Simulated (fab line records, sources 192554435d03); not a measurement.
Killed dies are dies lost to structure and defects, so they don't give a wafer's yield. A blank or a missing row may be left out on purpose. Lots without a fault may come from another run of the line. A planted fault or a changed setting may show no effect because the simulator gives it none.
Which tool did it? | flow n5_finfet | 24 lots, 72 wafers sampled, at 5 steps of a route of 1938

WHAT THE GAUGES READ, wafer by wafer
N5_BEOL_M5_CD_MEAS_35: target cd 28 nm, target cd y 24 nm. Usual: cd_nm 28.1 nm, standard deviation 0.36.
lot  | measured     | on        | cd_nm (nm)     | flag
L074 | day 8 14:11  | cd_sem-03 | 28.0 28.1 28.3 |
L075 | day 9 02:49  | cd_sem-01 | 28.1 27.7 28.1 |
L077 | day 9 09:15  | cd_sem-01 | 28.1 27.4 28.1 |
L076 | day 9 09:39  | cd_sem-02 | 28.1 28.7 28.4 |
L078 | day 9 13:37  | cd_sem-03 | 27.6 27.7 28.4 |
L079 | day 9 17:00  | cd_sem-03 | 28.4 28.5 28.3 |
L081 | day 11 01:49 | cd_sem-02 | 28.7 28.3 28.0 |
L082 | day 11 01:55 | cd_sem-03 | 28.4 28.7 27.8 |
L083 | day 11 02:18 | cd_sem-03 | 28.6 28.5 28.0 |
L080 | day 11 08:03 | cd_sem-02 | 28.0 27.9 28.5 |
L084 | day 11 10:11 | cd_sem-02 | 28.4 28.2 28.2 |
L085 | day 11 10:45 | cd_sem-03 | 28.2 27.3 27.7 |
L086 | day 12 03:51 | cd_sem-03 | 28.0 28.4 28.4 |
L090 | day 12 07:11 | cd_sem-03 | 28.5 27.9 27.7 |
L087 | day 13 00:13 | cd_sem-01 | 27.9 28.4 27.3 |
L088 | day 13 06:19 | cd_sem-02 | 28.4 28.7 28.5 |
L089 | day 13 09:15 | cd_sem-02 | 27.7 27.7 28.2 |
L091 | day 13 09:27 | cd_sem-01 | 28.0 27.5 27.7 |
L092 | day 14 07:02 | cd_sem-02 | 28.4 28.1 28.3 |
L094 | day 14 22:31 | cd_sem-01 | 27.7 28.3 27.8 |
L093 | day 15 02:51 | cd_sem-02 | 27.7 28.1 27.7 |
L097 | day 15 03:02 | cd_sem-03 | 27.6 27.8 28.2 |
L095 | day 15 10:04 | cd_sem-02 | 27.7 27.7 27.6 |
L096 | day 15 13:41 | cd_sem-02 | 28.0 27.6 27.6 |

N5_BEOL_M7_INSPECT_13: inspects for defects (brightfield). Usual: raw_defect_count 412, standard deviation 91.
lot  | measured     | on                | raw_defect_count | flag
L074 | day 9 06:58  | defect_inspect-01 | 382 441 452      |
L075 | day 10 00:50 | defect_inspect-02 | 353 307 349      |
L077 | day 10 01:00 | defect_inspect-02 | 464 591 403      |
L076 | day 10 05:55 | defect_inspect-02 | 357 321 368      |
L078 | day 10 06:17 | defect_inspect-01 | 458 435 413      |
L079 | day 10 09:14 | defect_inspect-02 | 401 497 395      |
L081 | day 11 19:58 | defect_inspect-01 | 517 384 404      |
L082 | day 11 19:16 | defect_inspect-01 | 283 304 384      |
L083 | day 11 23:28 | defect_inspect-01 | 593 491 730      |
L080 | day 12 00:21 | defect_inspect-01 | 548 402 600      |
L084 | day 12 03:44 | defect_inspect-02 | 411 374 386      |
L085 | day 12 07:04 | defect_inspect-02 | 396 370 331      |
L086 | day 12 18:16 | defect_inspect-01 | 456 329 381      |
L090 | day 13 00:02 | defect_inspect-02 | 442 482 457      |
L087 | day 13 22:08 | defect_inspect-01 | 345 403 403      |
L088 | day 14 01:36 | defect_inspect-02 | 357 362 543      |
L089 | day 14 03:10 | defect_inspect-01 | 428 624 598      |
L091 | day 14 06:44 | defect_inspect-02 | 336 339 345      |
L092 | day 15 00:58 | defect_inspect-01 | 411 451 559      |
L094 | day 15 17:55 | defect_inspect-01 | 382 314 314      |
L093 | day 15 21:55 | defect_inspect-02 | 473 431 550      |
L097 | day 15 21:21 | defect_inspect-01 | 350 594 428      |
L095 | day 16 06:23 | defect_inspect-01 | 270 305 395      |
L096 | day 16 07:10 | defect_inspect-02 | 277 364 282      |

WHICH TOOL RAN EACH LOT (tool, then ch and the chambers of the sampled wafers, then the start)
lot  | N5_BEOL_M5_PRE_CLEAN_45      | N5_BEOL_M6_SURFACE_TREAT_79  | N5_BEOL_M7_CURE_74
L074 | pvd_sputter-03, day 8 15:01  | pvd_sputter-02, day 9 03:58  | uv_cure-02 ch 1, day 9 05:24
L075 | pvd_sputter-02, day 9 04:07  | pvd_sputter-01, day 9 19:07  | uv_cure-03 ch 2, day 9 21:15
L077 | pvd_sputter-01, day 9 09:46  | pvd_sputter-02, day 9 21:09  | uv_cure-02 ch 1, day 9 22:39
L076 | pvd_sputter-03, day 9 11:00  | pvd_sputter-02, day 10 01:12 | uv_cure-03 ch 0, day 10 03:37
L078 | pvd_sputter-01, day 9 14:54  | pvd_sputter-03, day 10 02:50 | uv_cure-01 ch 2, day 10 04:53
L079 | pvd_sputter-03, day 9 17:40  | pvd_sputter-03, day 10 05:35 | uv_cure-02 ch 0, day 10 06:55
L081 | pvd_sputter-01, day 11 02:21 | pvd_sputter-02, day 11 16:39 | uv_cure-03 ch 2, day 11 18:43
L082 | pvd_sputter-01, day 11 03:05 | pvd_sputter-01, day 11 16:12 | uv_cure-01 ch 2, day 11 18:02
L083 | pvd_sputter-01, day 11 03:10 | pvd_sputter-01, day 11 19:00 | uv_cure-01 ch 2, day 11 20:50
L080 | pvd_sputter-01, day 11 08:47 | pvd_sputter-03, day 11 19:31 | uv_cure-02 ch 0, day 11 22:54
L084 | pvd_sputter-01, day 11 10:40 | pvd_sputter-02, day 11 23:44 | uv_cure-02 ch 2, day 12 01:38
L085 | pvd_sputter-01, day 11 11:25 | pvd_sputter-02, day 12 04:32 | uv_cure-02 ch 2, day 12 05:53
L086 | pvd_sputter-02, day 12 04:17 | pvd_sputter-02, day 12 15:01 | uv_cure-02 ch 1, day 12 16:20
L090 | pvd_sputter-01, day 12 07:43 | pvd_sputter-02, day 12 19:12 | uv_cure-01 ch 0, day 12 21:14
L087 | pvd_sputter-01, day 13 00:44 | pvd_sputter-01, day 13 18:02 | uv_cure-01 ch 0, day 13 19:31
L088 | pvd_sputter-03, day 13 06:43 | pvd_sputter-02, day 13 21:20 | uv_cure-01 ch 1, day 13 23:01
L089 | pvd_sputter-01, day 13 10:13 | pvd_sputter-01, day 14 00:14 | uv_cure-03 ch 0, day 14 01:38
L091 | pvd_sputter-01, day 13 10:18 | pvd_sputter-02, day 14 02:34 | uv_cure-02 ch 0, day 14 04:04
L092 | pvd_sputter-01, day 14 07:50 | pvd_sputter-01, day 14 21:38 | uv_cure-02 ch 2, day 14 22:55
L094 | pvd_sputter-03, day 14 23:14 | pvd_sputter-01, day 15 14:11 | uv_cure-02 ch 0, day 15 15:33
L093 | pvd_sputter-01, day 15 03:44 | pvd_sputter-03, day 15 18:16 | uv_cure-01 ch 1, day 15 19:48
L097 | pvd_sputter-02, day 15 03:45 | pvd_sputter-03, day 15 14:52 | uv_cure-01 ch 1, day 15 18:15
L095 | pvd_sputter-03, day 15 10:28 | pvd_sputter-03, day 16 02:00 | uv_cure-03 ch 2, day 16 03:31
L096 | pvd_sputter-03, day 15 14:10 | pvd_sputter-03, day 16 02:56 | uv_cure-03 ch 1, day 16 04:23
- N5_BEOL_M5_PRE_CLEAN_45: time 30 s.
- N5_BEOL_M6_SURFACE_TREAT_79
- N5_BEOL_M7_CURE_74: cures SiCOH lowk, time 240 s.

WHAT THE TOOLS THEMSELVES READ (means of the sampled wafers that have a number; where no wafer has one, the mark that the record gives instead)
N5_BEOL_M5_PRE_CLEAN_45. Usual: heater_power_w 338 W, standard deviation 16.
lot  | tool           | heater_power_w (W) | flag
L074 | pvd_sputter-03 | 346                |
L075 | pvd_sputter-02 | 349                |
L077 | pvd_sputter-01 | 329                |
L076 | pvd_sputter-03 | 342                |
L078 | pvd_sputter-01 | 330                |
L079 | pvd_sputter-03 | 340                |
L081 | pvd_sputter-01 | 335                |
L082 | pvd_sputter-01 | 344                |
L083 | pvd_sputter-01 | 346                |
L080 | pvd_sputter-01 | 341                |
L084 | pvd_sputter-01 | 339                |
L085 | pvd_sputter-01 | 337                |
L086 | pvd_sputter-02 | 355                |
L090 | pvd_sputter-01 | 335                |
L087 | pvd_sputter-01 | 330                |
L088 | pvd_sputter-03 | 333                |
L089 | pvd_sputter-01 | 347                |
L091 | pvd_sputter-01 | 340                |
L092 | pvd_sputter-01 | 339                |
L094 | pvd_sputter-03 | 329                |
L093 | pvd_sputter-01 | 335                |
L097 | pvd_sputter-02 | 349                |
L095 | pvd_sputter-03 | 331                |
L096 | pvd_sputter-03 | 336                |

N5_BEOL_M7_CURE_74. Usual: lamp_power_pct 52.32 %, standard deviation 0.053; wafer_temp_C_max 386.6, standard deviation 0.55.
lot  | tool       | lamp_power_pct (%) | wafer_temp_C_max | flag
L074 | uv_cure-02 | 52.34              | 386.3            |
L075 | uv_cure-03 | 52.36              | 386.4            |
L077 | uv_cure-02 | 52.36              | 386.4            |
L076 | uv_cure-03 | 52.33              | 386.3            |
L078 | uv_cure-01 | 52.36              | 387.2            |
L079 | uv_cure-02 | 52.31              | 386.5            |
L081 | uv_cure-03 | 52.29              | 386.1            |
L082 | uv_cure-01 | 52.35              | 386.7            |
L083 | uv_cure-01 | 52.32              | 387.2            |
L080 | uv_cure-02 | 52.32              | 386.5            |
L084 | uv_cure-02 | 52.38              | 387.1            |
L085 | uv_cure-02 | 52.30              | 386.8            |
L086 | uv_cure-02 | 52.26              | 386.5            |
L090 | uv_cure-01 | 52.30              | 386.9            |
L087 | uv_cure-01 | 52.32              | 387.3            |
L088 | uv_cure-01 | 52.31              | 386.1            |
L089 | uv_cure-03 | 52.31              | 386.2            |
L091 | uv_cure-02 | 52.27              | 386.1            |
L092 | uv_cure-02 | 52.34              | 387.3            |
L094 | uv_cure-02 | 52.32              | 386.5            |
L093 | uv_cure-01 | 52.36              | 385.9            |
L097 | uv_cure-01 | 52.31              | 386.7            |
L095 | uv_cure-03 | 52.32              | 385.8            |
L096 | uv_cure-03 | 52.29              | 386.5            |

THE ANSWER, worked out from the rows above alone
Rule: a lot is off if the mean of its wafers that have a number lies more than 3 standard deviations from the usual mean. A lot without any number at a reading at which 4 lots or more have one is off too. The other lots that the step has rows for count as sound. The gauges are gone through in route order, then the tools' own readings, and for those a lot's mean is taken as printed above. The first step at which some lot is off is used, and at that step the reading that is off furthest; a lot without a number counts as furthest.
No lot is off at any reading shown: from this, nothing can be told.

WHAT THE SIMULATOR HAD PUT IN
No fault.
